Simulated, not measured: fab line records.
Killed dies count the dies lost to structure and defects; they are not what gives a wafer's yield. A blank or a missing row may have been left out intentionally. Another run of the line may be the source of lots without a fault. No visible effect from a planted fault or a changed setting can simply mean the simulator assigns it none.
fab line records -- flow n5Finfet
[record] lots = 7, wafers = 39
route steps=1938 shown PMOS_HMC_CHANNEL_EPI@74 FIN_SAQP@102 DUMMY_GATE@228 HKMG_FIN@406
startH: the number of hours between the record's first day and the start of the first shown wafer of the lot -- waitH: hours from the lot's prior step to this one -- " repeats the value in the row above -- L1.1+2: a single row standing in for several wafers -- - either no value or no given start -- * or withheld: withheld -- < > ~ a bound
route shown NAME@n: names a module that has steps shown in the file, with the first one's number in the route -- usual: mean/standard deviation taken from wafers without a fault -- same: alike in all rows -- chamber/n: place in a boat -- sites: the reading at each site -- _std_site: how widely they spread, as a standard deviation -- _edge_site: the outer-site mean with the inner-site mean subtracted -- radiusMm: for every site, how far away it sits from the centre of the wafer -- mask NAME#n: copy n -- behind: tool/chamber where the wafer was last shaped -- hold: the reason the lot was held/the length of the hold in hours/how it ended -- device: which transistor (n, p or np) failed to switch -- end of line: tests of these same wafers at the route's end -- where a step has no rows: the recipe by itself -- killed: the dies lost at the first sort to structure and to defects; this is not the yield of the wafer -- map: dies across one wafer; x = killed, . = not, _ = none there
set.NAME: the setting as run; set.NAME@STEP: as run at that earlier step -- model.NAME: the simulator's own value behind a step, which no gauge read
one table per step and one row per wafer, for lots whose settings were changed on purpose
[[steps]]
[step N5_PMOS_HMC_CHANNEL_EPI_FIN_RECESS_16]
[recipe] chemistry = HBr/Cl2, target = Si, maskMaterial = SiO2, targetDepthA = 540, timeS = 18, pressureMtorr = 10, icpW = 800, biasW = 75, HBr_flow_sccm = 150, Cl2_flow_sccm = 80
lot.wafer,tool,chamber,startH,waitH,set.timeS,model.PMOS_HMC_CHANNEL_EPI.featureDepthNm,model.etch.depthNm
L076.1,rieSi-02,2,29.52,0.0,18,52.29,52.29
L076.2,rieSi-02,0,29.52,0.0,18,54.92,54.92
L076.3,rieSi-02,1,29.52,0.0,18,53.53,53.53
L076.4,rieSi-02,3,29.52,0.0,18,54.38,54.38
L076.5,rieSi-02,1,29.52,0.0,18,53.44,53.44
L076.6,rieSi-02,0,29.52,0.0,18,54.82,54.82
L080.1,rieSi-04,1,53.76,0.0,18.95,56.79,56.79
L080.2,rieSi-04,0,53.76,0.0,18,53.82,53.82
L080.3,rieSi-04,2,53.76,0.0,18.95,57.38,57.38
L080.4,rieSi-04,3,53.76,0.0,18,53.41,53.41
L080.5,rieSi-04,1,53.76,0.0,18.95,56.72,56.72
L080.6,rieSi-04,2,53.76,0.0,18,54.34,54.34
L081.1,rieSi-04,3,59.58,0.0,18,53.09,53.09
L081.2,rieSi-04,1,59.58,0.0,19,56.12,56.12
L081.3,rieSi-04,0,59.58,0.0,18,53.37,53.37
L081.4,rieSi-04,2,59.58,0.0,19,57.18,57.18
L081.5,rieSi-04,3,59.58,0.0,19,55.86,55.86
L081.6,rieSi-04,0,59.58,0.0,18,53.31,53.31
L085.1,rieSi-02,0,83.58,0.0,18,54.58,54.58
L085.2,rieSi-02,1,83.58,0.0,18,53.96,53.96
L085.3,rieSi-02,2,83.58,0.0,18.7,55.35,55.35
L085.4,rieSi-02,3,83.58,0.0,18.7,57.47,57.47
L085.5,rieSi-02,3,83.58,0.0,18,54.88,54.88
L085.6,rieSi-02,2,83.58,0.0,18.7,55.71,55.71
L086.2,rieSi-02,0,90.58,0.0,18,54.87,54.87
L086.3,rieSi-02,3,90.58,0.0,18,54.97,54.97
L086.4,rieSi-02,1,90.58,0.0,18,53.53,53.53
L088.1,rieSi-06,0,102.01,0.0,18,53.96,53.96
L088.2,rieSi-06,2,102.01,0.0,18,55.3,55.3
L088.3,rieSi-06,2,102.01,0.0,18,55.38,55.38
L088.4,rieSi-06,0,102.01,0.0,18,53.87,53.87
L088.5,rieSi-06,0,102.01,0.0,18,54.16,54.16
L088.6,rieSi-06,2,102.01,0.0,18,55.43,55.43
L089.1,rieSi-02,2,108.59,0.0,18,52.54,52.54
L089.2,rieSi-02,0,108.59,0.0,19.17,57.58,57.58
L089.3,rieSi-02,1,108.59,0.0,19.17,56.97,56.97
L089.4,rieSi-02,0,108.59,0.0,18,53.8,53.8
L089.5,rieSi-02,1,108.59,0.0,19.17,57.29,57.29
L089.6,rieSi-02,2,108.59,0.0,18,52.49,52.49
[step N5_PMOS_HMC_CHANNEL_EPI_PRECLEAN_36]
[recipe] chemistry = O3/DIW, timeS = 45, tempC = 22, o3Ppm = 10
[step N5_PMOS_HMC_CHANNEL_EPI_PRECLEAN_18]
[recipe] chemistry = DHF, timeS = 30, tempC = 25, dilution = withheld
[step N5_PMOS_HMC_CHANNEL_EPI_SRD_39]
[recipe] dry = ipaMarangoni, timeS = 30, tempC = 23, rinseLiquid = diw
[step N5_PMOS_HMC_CHANNEL_EPI_CMP_21]
[recipe] material = SiGe30, postCmpClean = alkalineBrush, targetThkNm = 54
[step N5_PMOS_HMC_CHANNEL_EPI_THK_MEAS_22]
[recipe] reads = SiGe30_of_PMOS_HMC_CHANNEL_EPI_EPI_20
[usual] HMC_CMP_THK = 53.8/0.83
lot.wafer,tool,chamber,startH,waitH,set.timeS@PMOS_HMC_CHANNEL_EPI_FIN_RECESS_16,HMC_CMP_THK[nm]
L076.1,filmMetro-02,-,31.73,-,18,52.4
L076.2,filmMetro-02,-,31.73,-,18,54.9
L076.3,filmMetro-02,-,31.73,-,18,53.5
L076.4,filmMetro-02,-,31.73,-,18,54.4
L076.5,filmMetro-02,-,31.73,-,18,53.4
L076.6,filmMetro-02,-,31.73,-,18,54.8
L080.1,filmMetro-01,-,55.56,-,18.95,56.7
L080.2,filmMetro-01,-,55.56,-,18,53.7
L080.3,filmMetro-01,-,55.56,-,18.95,57.4
L080.4,filmMetro-01,-,55.56,-,18,53.3
L080.5,filmMetro-01,-,55.56,-,18.95,56.5
L080.6,filmMetro-01,-,55.56,-,18,54.5
L081.1,filmMetro-01,-,61.38,-,18,53.3
L081.2,filmMetro-01,-,61.38,-,19,56.1
L081.3,filmMetro-01,-,61.38,-,18,53.4
L081.4,filmMetro-01,-,61.38,-,19,57.2
L081.5,filmMetro-01,-,61.38,-,19,56.0
L081.6,filmMetro-01,-,61.38,-,18,53.2
L085.1,filmMetro-02,-,85.41,-,18,54.5
L085.2,filmMetro-02,-,85.41,-,18,54.0
L085.3,filmMetro-02,-,85.41,-,18.7,55.2
L085.4,filmMetro-02,-,85.41,-,18.7,57.4
L085.5,filmMetro-02,-,85.41,-,18,54.8
L085.6,filmMetro-02,-,85.41,-,18.7,55.7
L086.2,filmMetro-01,-,92.78,-,18,54.8
L086.3,filmMetro-01,-,92.78,-,18,55.0
L086.4,filmMetro-01,-,92.78,-,18,53.5
L088.1,filmMetro-02,-,103.85,-,18,54.0
L088.2,filmMetro-02,-,103.85,-,18,55.4
L088.3,filmMetro-02,-,103.85,-,18,55.6
L088.4,filmMetro-02,-,103.85,-,18,53.8
L088.5,filmMetro-02,-,103.85,-,18,54.2
L088.6,filmMetro-02,-,103.85,-,18,55.4
L089.1,filmMetro-01,-,110.68,-,18,52.9
L089.2,filmMetro-01,-,110.68,-,19.17,57.7
L089.3,filmMetro-01,-,110.68,-,19.17,56.9
L089.4,filmMetro-01,-,110.68,-,18,53.8
L089.5,filmMetro-01,-,110.68,-,19.17,57.3
L089.6,filmMetro-01,-,110.68,-,18,52.4
[step N5_FIN_SAQP_HM_DEP_72]
[recipe] material = SiO2, targetThkA = 120, tempC = 400, precursor = SiH4/N2O, pressureTorr = 0.75, rfW = 275, timeS = 7.2
lot.wafer,tool,chamber,startH,waitH,set.targetThkA,model.SiO2_of_FIN_SAQP_HM_DEP_72.thkNm
L076.1,pecvd-03,2,33.39,0.0,120,11.77
L076.2+5,pecvd-03,1,33.39,0.0,108.7,10.74
L076.3,pecvd-03,0,33.39,0.0,120,11.89
L076.4,pecvd-03,0,33.39,0.0,108.7,11
L076.6,pecvd-03,2,33.39,0.0,120,12.03
L080.1,pecvd-04,0,56.91,0.0,129.1,12.98
L080.2,pecvd-04,2,56.91,0.0,129.1,12.69
L080.3,pecvd-04,1,56.91,0.0,129.1,13
L080.4,pecvd-04,2,56.91,0.0,120,12.13
L080.5,pecvd-04,1,56.91,0.0,120,12.25
L080.6,pecvd-04,0,56.91,0.0,120,12.09
L081.1,pecvd-03,1,62.73,0.0,130.8,12.81
L081.2,pecvd-03,2,62.73,0.0,130.8,13.04
L081.3,pecvd-03,0,62.73,0.0,120,11.93
L081.4,pecvd-03,0,62.73,0.0,120,12.06
L081.5,pecvd-03,2,62.73,0.0,130.8,13.18
L081.6,pecvd-03,1,62.73,0.0,120,11.75
L085.1,pecvd-02,1,86.80,0.0,120,11.69
L085.2,pecvd-02,0,86.80,0.0,103.6,9.867
L085.3,pecvd-02,2,86.80,0.0,120,11.86
L085.4,pecvd-02,1,86.80,0.0,103.6,10.3
L085.5,pecvd-02,0,86.80,0.0,103.6,10.15
L085.6,pecvd-02,2,86.80,0.0,120,11.75
L086.2,pecvd-04,0,96.15,0.0,120,12.13
L086.3,pecvd-04,1,96.15,0.0,120,11.96
L086.4,pecvd-04,0,96.15,0.0,120,12.38
L088.1,pecvd-04,1,105.21,0.0,115.2,11.44
L088.2,pecvd-04,0,105.21,0.0,120,12.02
L088.3,pecvd-04,2,105.21,0.0,120,11.87
L088.4,pecvd-04,0,105.21,0.0,115.2,11.8
L088.5,pecvd-04,1,105.21,0.0,120,12.19
L088.6,pecvd-04,2,105.21,0.0,115.2,11.73
L089.1,pecvd-04,1,113.32,0.0,120,11.9
L089.2,pecvd-04,0,113.32,0.0,133.1,13.4
L089.3,pecvd-04,2,113.32,0.0,133.1,13.29
L089.4,pecvd-04,1,113.32,0.0,133.1,13.53
L089.5,pecvd-04,2,113.32,0.0,120,12.06
L089.6,pecvd-04,0,113.32,0.0,120,12.35
[step N5_FIN_SAQP_COAT_49]
[recipe] resist = SOC, tempC = 250, timeS = 60, spinRpm = 1500, resistThkNm = 100
[step N5_FIN_SAQP_COAT_50]
[recipe] resist = SiARC, tempC = 220, timeS = 60, spinRpm = 1500, resistThkNm = 35
[step N5_FIN_SAQP_ETCH_52]
[recipe] chemistry = N2/H2, target = SOC, targetDepthA = 1000, overetchA = 200, maskMaterial = SiARC, tempC = 40, timeS = 150, ionEnergyEv = 200, pressureMtorr = 30, sourceW = 840, biasW = 150, n2FlowSccm = 200, h2FlowSccm = 200, ends = endPoint
[step N5_FIN_SAQP_STRIP_53]
[recipe] chemistry = N2/H2, tempC = 40, n2FlowSccm = 200, h2FlowSccm = 200, rfFrequencyHz = 6e+07
[step N5_FIN_SAQP_HM_OPEN_73]
[recipe] chemistry = CHF3/O2, target = SiO2, stopOn = a-Si, targetDepthA = 120, overEtchFrac = 1.8, maskMaterial = SOC, timeS = 16.8, pressureMtorr = 30, sourceW = 650, biasW = 170, Ar_flow_sccm = 200, CHF3_flow_sccm = 50, O2_flow_sccm = 5, ionEnergyEv = 200, ends = endPoint
lot.wafer,tool,chamber,startH,waitH,set.targetThkA@FIN_SAQP_HM_DEP_72,model.etch.depthNm
L076.1,rieDiel-03,2,34.13,0.0,120,11.77
L076.2+5,rieDiel-03,3,34.13,0.0,108.7,10.74
L076.3,rieDiel-03,0,34.13,0.0,120,11.89
L076.4,rieDiel-03,1,34.13,0.0,108.7,11
L076.6,rieDiel-03,2,34.13,0.0,120,12.03
L080.1,rieDiel-05,3,57.53,0.0,129.1,12.98
L080.2,rieDiel-05,2,57.53,0.0,129.1,12.69
L080.3,rieDiel-05,0,57.53,0.0,129.1,13
L080.4,rieDiel-05,1,57.53,0.0,120,12.13
L080.5,rieDiel-05,2,57.53,0.0,120,12.25
L080.6,rieDiel-05,3,57.53,0.0,120,12.09
L081.1,rieDiel-01,2,63.48,0.0,130.8,12.81
L081.2,rieDiel-01,1,63.48,0.0,130.8,13.04
L081.3,rieDiel-01,0,63.48,0.0,120,11.93
L081.4,rieDiel-01,3,63.48,0.0,120,12.06
L081.5,rieDiel-01,3,63.48,0.0,130.8,13.18
L081.6,rieDiel-01,0,63.48,0.0,120,11.75
L085.1,rieDiel-05,2,87.86,0.0,120,11.69
L085.2,rieDiel-05,0,87.86,0.0,103.6,9.867
L085.3,rieDiel-05,3,87.86,0.0,120,11.86
L085.4,rieDiel-05,3,87.86,0.0,103.6,10.3
L085.5,rieDiel-05,0,87.86,0.0,103.6,10.15
L085.6,rieDiel-05,2,87.86,0.0,120,11.75
L086.2,rieDiel-03,2,96.80,0.0,120,12.13
L086.3,rieDiel-03,0,96.80,0.0,120,11.96
L086.4,rieDiel-03,3,96.80,0.0,120,12.38
L088.1,rieDiel-03,0,105.92,0.0,115.2,11.44
L088.2,rieDiel-03,2,105.92,0.0,120,12.02
L088.3,rieDiel-03,1,105.92,0.0,120,11.87
L088.4,rieDiel-03,1,105.92,0.0,115.2,11.8
L088.5,rieDiel-03,0,105.92,0.0,120,12.19
L088.6,rieDiel-03,2,105.92,0.0,115.2,11.73
L089.1,rieDiel-01,1,114.27,0.0,120,11.9
L089.2,rieDiel-01,2,114.27,0.0,133.1,13.4
L089.3,rieDiel-01,0,114.27,0.0,133.1,13.29
L089.4,rieDiel-01,3,114.27,0.0,133.1,13.53
L089.5,rieDiel-01,2,114.27,0.0,120,12.06
L089.6,rieDiel-01,3,114.27,0.0,120,12.35
[step N5_DUMMY_GATE_EXPOSE_12]
[recipe] maskId = GATE, na = 0.33, sourceShape = annular, sigmaInner = 0.2, sigmaOuter = 0.6, polarization = unpolarized, targetCdNm = 25, doseMj = 34
lot.wafer,tool,chamber,startH,waitH,mask,set.doseMj
L076.1+2+6,euvScanner-01,0,62.14,-,GATE#0,33.3
L076.3+4+5,euvScanner-01,0,62.14,-,GATE#0,34
L080.1+2+3+4+5+6,euvScanner-01,0,81.88,-,GATE#0,34
L081.1+3+5,euvScanner-02,0,89.79,-,GATE#0,35.59
L081.2+4+6,euvScanner-02,0,89.79,-,GATE#0,34
L085.1+3+5,euvScanner-02,0,113.67,-,GATE#0,35.42
L085.2+4+6,euvScanner-02,0,113.67,-,GATE#0,34
L086.2+3+4,euvScanner-02,0,122.51,-,GATE#0,34
L088.1+4+5,euvScanner-01,0,130.42,-,GATE#0,34
L088.2+3+6,euvScanner-01,0,130.42,-,GATE#0,36.27
L089.1+3+5,euvScanner-01,0,139.67,-,GATE#0,34.91
L089.2+4+6,euvScanner-01,0,139.67,-,GATE#0,34
[step N5_DUMMY_GATE_PEB_13]
[recipe] pebTempC = 100, pebTimeS = 60, resist = CAR-EUV
[step N5_DUMMY_GATE_DEVELOP_14]
[recipe] developTimeS = 30, developer = TMAH, resist = CAR-EUV, rinseLiquid = surfactantRinse, dry = airSpin, devTempC = 23
[step N5_DUMMY_GATE_CD_MEAS_15]
[recipe] targetCdNm = 25.8, landingEnergyEv = 500, detector = seInlens
[usual] cdNm = 25.03/0.23
lot.wafer,tool,chamber,startH,waitH,set.doseMj@DUMMY_GATE_EXPOSE_12,cdNm
L076.1,cdSem-02,0,62.27,-,33.3,25.13
L076.2,cdSem-02,0,62.27,-,33.3,25.60
L076.3,cdSem-02,0,62.27,-,34,25.30
L076.4,cdSem-02,0,62.27,-,34,24.62
L076.5,cdSem-02,0,62.27,-,34,25.02
L076.6,cdSem-02,0,62.27,-,33.3,25.15
L080.1,cdSem-01,0,82.01,-,34,24.85
L080.2,cdSem-01,0,82.01,-,34,24.74
L080.3,cdSem-01,0,82.01,-,34,25.05
L080.4,cdSem-01,0,82.01,-,34,24.48
L080.5,cdSem-01,0,82.01,-,34,25.14
L080.6,cdSem-01,0,82.01,-,34,24.91
L081.1,cdSem-01,0,89.93,-,35.59,24.09
L081.2,cdSem-01,0,89.93,-,34,25.08
L081.3,cdSem-01,0,89.93,-,35.59,24.13
L081.4,cdSem-01,0,89.93,-,34,24.94
L081.5,cdSem-01,0,89.93,-,35.59,24.28
L081.6,cdSem-01,0,89.93,-,34,24.98
L085.1,cdSem-02,0,113.80,-,35.42,24.43
L085.2,cdSem-02,0,113.80,-,34,25.15
L085.3,cdSem-02,0,113.80,-,35.42,24.38
L085.4,cdSem-02,0,113.80,-,34,24.73
L085.5,cdSem-02,0,113.80,-,35.42,24.23
L085.6,cdSem-02,0,113.80,-,34,24.90
L086.2,cdSem-02,0,122.63,-,34,25.17
L086.3,cdSem-02,0,122.63,-,34,25.08
L086.4,cdSem-02,0,122.63,-,34,24.99
L088.1,cdSem-02,0,130.55,-,34,25.27
L088.2,cdSem-02,0,130.55,-,36.27,23.71
L088.3,cdSem-02,0,130.55,-,36.27,23.76
L088.4,cdSem-02,0,130.55,-,34,24.74
L088.5,cdSem-02,0,130.55,-,34,24.90
L088.6,cdSem-02,0,130.55,-,36.27,24.22
L089.1,cdSem-01,0,139.80,-,34.91,24.38
L089.2,cdSem-01,0,139.80,-,34,24.86
L089.3,cdSem-01,0,139.80,-,34.91,24.66
L089.4,cdSem-01,0,139.80,-,34,25.18
L089.5,cdSem-01,0,139.80,-,34.91,24.80
L089.6,cdSem-01,0,139.80,-,34,24.88
[step N5_DUMMY_GATE_ETCH_31]
[recipe] chemistry = C4F6/O2, target = SiO2, maskMaterial = SOC, targetDepthA = 825, timeS = 27.5, ionEnergyEv = 250, pressureMtorr = 30, sourceW = 345, biasW = 185, Ar_flow_sccm = 300, C4F6_flow_sccm = 10, O2_flow_sccm = 10
lot.wafer,tool,chamber,startH,waitH,set.targetDepthA,model.etch.depthNm
L076.1,rieDiel-02,0,63.43,0.2,825,79.54
L076.2,rieDiel-02,2,63.43,0.2,919.1,90.13
L076.3,rieDiel-02,1,63.43,0.2,919.1,88.85
L076.4,rieDiel-02,3,63.43,0.2,825,81.61
L076.5,rieDiel-02,1,63.43,0.2,825,80.44
L076.6,rieDiel-02,0,63.43,0.2,919.1,88.6
L080.1,rieDiel-04,2,82.60,0.1,825,79.88
L080.2,rieDiel-04,0,82.60,0.1,825,79.62
L080.3,rieDiel-04,1,82.60,0.1,825,82.02
L080.4,rieDiel-04,3,82.60,0.1,825,83.83
L080.5,rieDiel-04,2,82.60,0.1,825,79.2
L080.6,rieDiel-04,3,82.60,0.1,825,83.61
L081.1,rieDiel-04,2,90.67,0.1,825,79.22
L081.2,rieDiel-04,1,90.67,0.1,868.8,86.35
L081.3,rieDiel-04,3,90.67,0.1,868.8,87.68
L081.4,rieDiel-04,3,90.67,0.1,868.8,88.02
L081.5,rieDiel-04,2,90.67,0.1,825,79.91
L081.6,rieDiel-04,1,90.67,0.1,825,82.55
L085.1,rieDiel-06,1,114.40,0.0,825,85.14
L085.2,rieDiel-06,2,114.40,0.0,825,84.07
L085.3,rieDiel-06,3,114.40,0.0,825,83.59
L085.4,rieDiel-06,0,114.40,0.0,825,81.88
L085.5,rieDiel-06,2,114.40,0.0,825,83.58
L085.6,rieDiel-06,3,114.40,0.0,825,82.44
L086.2,rieDiel-06,3,123.18,0.0,825,83.79
L086.3,rieDiel-06,1,123.18,0.0,825,85.17
L086.4,rieDiel-06,0,123.18,0.0,825,80.91
L088.1,rieDiel-06,1,132.34,0.1,825,85.03
L088.2,rieDiel-06,0,132.34,0.1,864.3,86.04
L088.3,rieDiel-06,3,132.34,0.1,825,83.74
L088.4,rieDiel-06,2,132.34,0.1,864.3,86.95
L088.5,rieDiel-06,0,132.34,0.1,825,82.37
L088.6,rieDiel-06,3,132.34,0.1,864.3,87.32
L089.1,rieDiel-02,2,143.18,0.2,770.3,76.69
L089.2,rieDiel-02,0,143.18,0.2,770.3,74.2
L089.3,rieDiel-02,3,143.18,0.2,825,81.72
L089.4,rieDiel-02,1,143.18,0.2,825,80.17
L089.5,rieDiel-02,1,143.18,0.2,770.3,74.4
L089.6,rieDiel-02,0,143.18,0.2,825,79.56
[step N5_HKMG_FIN_ETCH_58]
[recipe] chemistry = N2/H2, target = SOC, targetDepthA = 2158, ionEnergyEv = 50, biasW = 13, timeS = 741, pressureMtorr = 30, sourceW = 875, n2FlowSccm = 200, h2FlowSccm = 200
[usual] rfVppV = 99.1/0.98
lot.wafer,tool,chamber,startH,waitH,set.biasW,rfVppV
L076.1,rieDiel-03,2,87.12,0.0,13,99.1
L076.2,rieDiel-03,3,87.12,0.0,13,101.7
L076.3,rieDiel-03,1,87.12,0.0,11.35,91.2
L076.4,rieDiel-03,0,87.12,0.0,11.35,92.2
L076.5,rieDiel-03,2,87.12,0.0,13,99.9
L076.6,rieDiel-03,3,87.12,0.0,11.35,89.1
L080.1,rieDiel-05,0,110.24,0.0,14.87,107.0
L080.2,rieDiel-05,1,110.24,0.0,14.87,107.7
L080.3,rieDiel-05,3,110.24,0.0,13,99.9
L080.4,rieDiel-05,0,110.24,0.0,13,98.7
L080.5,rieDiel-05,3,110.24,0.0,14.87,108.0
L080.6,rieDiel-05,1,110.24,0.0,13,98.6
L081.1,rieDiel-05,3,114.88,0.0,13,98.2
L081.2,rieDiel-05,1,114.88,0.0,13,99.6
L081.3,rieDiel-05,0,114.88,0.0,15.16,109.3
L081.4,rieDiel-05,1,114.88,0.0,13,99.4
L081.5,rieDiel-05,0,114.88,0.0,15.16,109.4
L081.6,rieDiel-05,3,114.88,0.0,15.16,109.0
L085.1,rieDiel-05,2,140.59,0.0,14.95,108.1
L085.2,rieDiel-05,1,140.59,0.0,13,99.6
L085.3,rieDiel-05,0,140.59,0.0,14.95,110.1
L085.4,rieDiel-05,2,140.59,0.0,14.95,108.7
L085.5,rieDiel-05,0,140.59,0.0,13,99.4
L085.6,rieDiel-05,1,140.59,0.0,13,99.1
L086.2,rieDiel-01,3,148.69,0.0,13,97.4
L086.3,rieDiel-01,0,148.69,0.0,13,97.1
L086.4,rieDiel-01,1,148.69,0.0,13,99.1
L088.1,rieDiel-01,3,160.88,0.0,15.06,108.1
L088.2,rieDiel-01,0,160.88,0.0,13,98.6
L088.3,rieDiel-01,2,160.88,0.0,13,100.2
L088.4,rieDiel-01,1,160.88,0.0,13,98.4
L088.5,rieDiel-01,1,160.88,0.0,15.06,109.7
L088.6,rieDiel-01,2,160.88,0.0,15.06,109.1
L089.1,rieDiel-05,3,168.71,0.0,14.73,107.9
L089.2,rieDiel-05,2,168.71,0.0,13,100.5
L089.3,rieDiel-05,0,168.71,0.0,14.73,107.8
L089.4,rieDiel-05,1,168.71,0.0,14.73,105.3
L089.5,rieDiel-05,1,168.71,0.0,13,98.5
L089.6,rieDiel-05,2,168.71,0.0,13,101.3
[step N5_HKMG_FIN_ETCH_32]
[recipe] chemistry = N2/H2, target = SOC, targetDepthA = 2400, tempC = 40, timeS = 300, ionEnergyEv = 200, maskMaterial = SiARC, pressureMtorr = 30, sourceW = 840, biasW = 150, n2FlowSccm = 200, h2FlowSccm = 200
[usual] rfVppV = 523.3/2.8
lot.wafer,tool,chamber,startH,waitH,set.sourceW,rfVppV,model.etch.depthNm,model.HKMG_FIN.featureDepthNm
L076.1,rieDiel-03,3,90.41,0.0,896.7,514.8,255.4,255.4
L076.2,rieDiel-03,1,90.41,0.0,896.7,514.2,251,251
L076.3,rieDiel-03,2,90.41,0.0,840,524.4,249.2,249.2
L076.4,rieDiel-03,0,90.41,0.0,896.7,510.3,251.7,251.8
L076.5,rieDiel-03,2,90.41,0.0,840,524.8,249.7,249.8
L076.6,rieDiel-03,1,90.41,0.0,840,526.2,240.2,240.2
L080.1,rieDiel-05,3,113.39,0.0,969.1,497.3,272.4,272.4
L080.2,rieDiel-05,1,113.39,0.0,840,522.2,232.2,232.2
L080.3,rieDiel-05,0,113.39,0.0,969.1,501.6,272.4,272.4
L080.4,rieDiel-05,3,113.39,0.0,840,522.0,239.3,239.2
L080.5,rieDiel-05,1,113.39,0.0,840,522.8,233.6,233.6
L080.6,rieDiel-05,0,113.39,0.0,969.1,500.7,270.1,270.2
L081.1,rieDiel-03,2,118.53,0.0,840,526.6,249.4,249.4
L081.2,rieDiel-03,0,118.53,0.0,983.3,496.5,274.3,274.2
L081.3,rieDiel-03,3,118.53,0.0,983.3,498.8,276.8,276.8
L081.4,rieDiel-03,1,118.53,0.0,840,524.7,238.7,238.8
L081.5,rieDiel-03,2,118.53,0.0,983.3,497.3,284.6,284.6
L081.6,rieDiel-03,1,118.53,0.0,840,526.6,241,241
L085.1,rieDiel-03,1,143.75,0.0,781.2,539.7,222.3,222.2
L085.2,rieDiel-03,2,143.75,0.0,781.2,538.2,232.5,232.4
L085.3,rieDiel-03,3,143.75,0.0,840,526.3,239.9,239.8
L085.4,rieDiel-03,0,143.75,0.0,840,521.8,237,237
L085.5,rieDiel-03,1,143.75,0.0,840,523.8,235.3,235.4
L085.6,rieDiel-03,2,143.75,0.0,781.2,538.2,232.3,232.4
L086.2,rieDiel-05,1,151.76,0.0,840,522.4,242.2,242.2
L086.3,rieDiel-05,0,151.76,0.0,840,525.7,241.5,241.6
L086.4,rieDiel-05,0,151.76,0.0,840,525.3,243.1,243.2
L088.1,rieDiel-01,3,164.09,0.0,840,518.2,241.9,241.8
L088.2,rieDiel-01,2,164.09,0.0,840,526.9,237.7,237.8
L088.3,rieDiel-01,1,164.09,0.0,958.3,500.3,275.1,275
L088.4,rieDiel-01,0,164.09,0.0,958.3,498.4,256.5,256.4
L088.5,rieDiel-01,2,164.09,0.0,958.3,504.3,264.3,264.2
L088.6,rieDiel-01,1,164.09,0.0,840,523.1,247.9,247.8
L089.1,rieDiel-01,1,171.98,0.0,766.9,538.5,229.3,229.4
L089.2,rieDiel-01,3,171.98,0.0,840,517.9,242.4,242.4
L089.3,rieDiel-01,2,171.98,0.0,840,525.1,238.7,238.6
L089.4,rieDiel-01,0,171.98,0.0,766.9,537.3,214.8,214.8
L089.5,rieDiel-01,3,171.98,0.0,766.9,534.1,225.4,225.4
L089.6,rieDiel-01,0,171.98,0.0,840,521.7,233.2,233.2
[[key]]
[split] step = N5_PMOS_HMC_CHANNEL_EPI_FIN_RECESS_16, setting = timeS, stated = 18, by = wafer
[response] step = N5_PMOS_HMC_CHANNEL_EPI_FIN_RECESS_16, reading = model.PMOS_HMC_CHANNEL_EPI.featureDepthNm, change = +0.591, per = 1%, r = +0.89
[response] step = N5_PMOS_HMC_CHANNEL_EPI_FIN_RECESS_16, reading = model.etch.depthNm, change = +0.591, per = 1%, r = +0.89
[response] step = N5_PMOS_HMC_CHANNEL_EPI_THK_MEAS_22, reading = HMC_CMP_THK, change = +0.581, per = 1%, r = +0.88
[split] step = N5_FIN_SAQP_HM_DEP_72, setting = targetThkA, stated = 120, by = wafer
[response] step = N5_FIN_SAQP_HM_DEP_72, reading = model.SiO2_of_FIN_SAQP_HM_DEP_72.thkNm, change = +0.116, per = 1%, r = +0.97
[response] step = N5_FIN_SAQP_HM_OPEN_73, reading = model.etch.depthNm, change = +0.116, per = 1%, r = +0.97
[split] step = N5_DUMMY_GATE_EXPOSE_12, setting = doseMj, stated = 34, by = wafer
[response] step = N5_DUMMY_GATE_CD_MEAS_15, reading = cdNm, change = -0.158, per = 1%, r = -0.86
[split] step = N5_DUMMY_GATE_ETCH_31, setting = targetDepthA, stated = 825, by = wafer
[response] step = N5_DUMMY_GATE_ETCH_31, reading = model.etch.depthNm, change = +0.823, per = 1%, r = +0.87
[split] step = N5_HKMG_FIN_ETCH_58, setting = biasW, stated = 13, by = wafer
[response] step = N5_HKMG_FIN_ETCH_58, reading = rfVppV, change = +0.619, per = 1%, r = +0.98
[split] step = N5_HKMG_FIN_ETCH_32, setting = sourceW, stated = 840, by = wafer
[response] step = N5_HKMG_FIN_ETCH_32, reading = rfVppV, change = -1.62, per = 1%, r = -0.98
[response] step = N5_HKMG_FIN_ETCH_32, reading = model.etch.depthNm, change = +1.92, per = 1%, r = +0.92
[response] step = N5_HKMG_FIN_ETCH_32, reading = model.HKMG_FIN.featureDepthNm, change = +1.92, per = 1%, r = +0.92
